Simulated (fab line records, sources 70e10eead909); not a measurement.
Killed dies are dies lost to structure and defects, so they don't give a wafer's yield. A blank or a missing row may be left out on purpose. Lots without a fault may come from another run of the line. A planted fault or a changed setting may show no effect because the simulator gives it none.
Chamber matching | flow nand_harc | NHARC_A_STAIRCASE_TRIM_12 on rie_diel-06: 4 sister chambers
The step chemistry O2, time 211.2 s. 8 wafers are shown with their chamber, then 7 later ones without.

WAFERS WITH THEIR CHAMBER
wafer  | chamber | drypump_motor_current_A (A) | showerhead_plenum_p_Torr (Torr)
L077.3 | 2       | 5.0                         | 3.55
L076.5 | 1       | 5.8                         | 3.62
L076.6 | 0       | 5.7                         | 3.47
L083.2 | 3       | 5.9                         | 3.38
L083.5 | 1       | 5.8                         | 3.61
L083.6 | 2       | 5.1                         | 3.54
L088.2 | 3       | 5.9                         | 3.37
L088.4 | 0       | 5.8                         | 3.45

WAFERS WITHOUT THEIR CHAMBER
wafer  | drypump_motor_current_A (A) | showerhead_plenum_p_Torr (Torr)
L088.5 | 5.0                         | 3.53
L090.1 | 5.9                         | 3.37
L090.2 | 5.0                         | 3.53
L090.3 | 5.8                         | 3.45
L095.1 | 5.8                         | 3.59
L095.2 | 5.9                         | 3.36
L095.4 | 5.8                         | 3.44

WHICH CHAMBER EACH WENT THROUGH
wafer  | from the rows above | in truth
L088.5 | 2                   | 2
L090.1 | 3                   | 3
L090.2 | 2                   | 2
L090.3 | 0                   | 0
L095.1 | 1                   | 1
L095.2 | 3                   | 3
L095.4 | 0                   | 0
Placed correctly: 7 of 7. Can't be placed from these rows: 0. Placed wrongly: 0.
How it was worked out, from the rows above alone: a wafer's distance from a chamber is the root of the sum, over the readings, of the square of ((its reading less the chamber's mean) divided by the reading's scatter). The wafer belongs to the nearest chamber; if the next one is less than 2 further off, it can't be placed. A chamber's mean is the mean of its shown wafers. The scatter: the root of (the sum of the squares of (reading less its chamber's mean) over the shown wafers, divided by (wafers less chambers)).
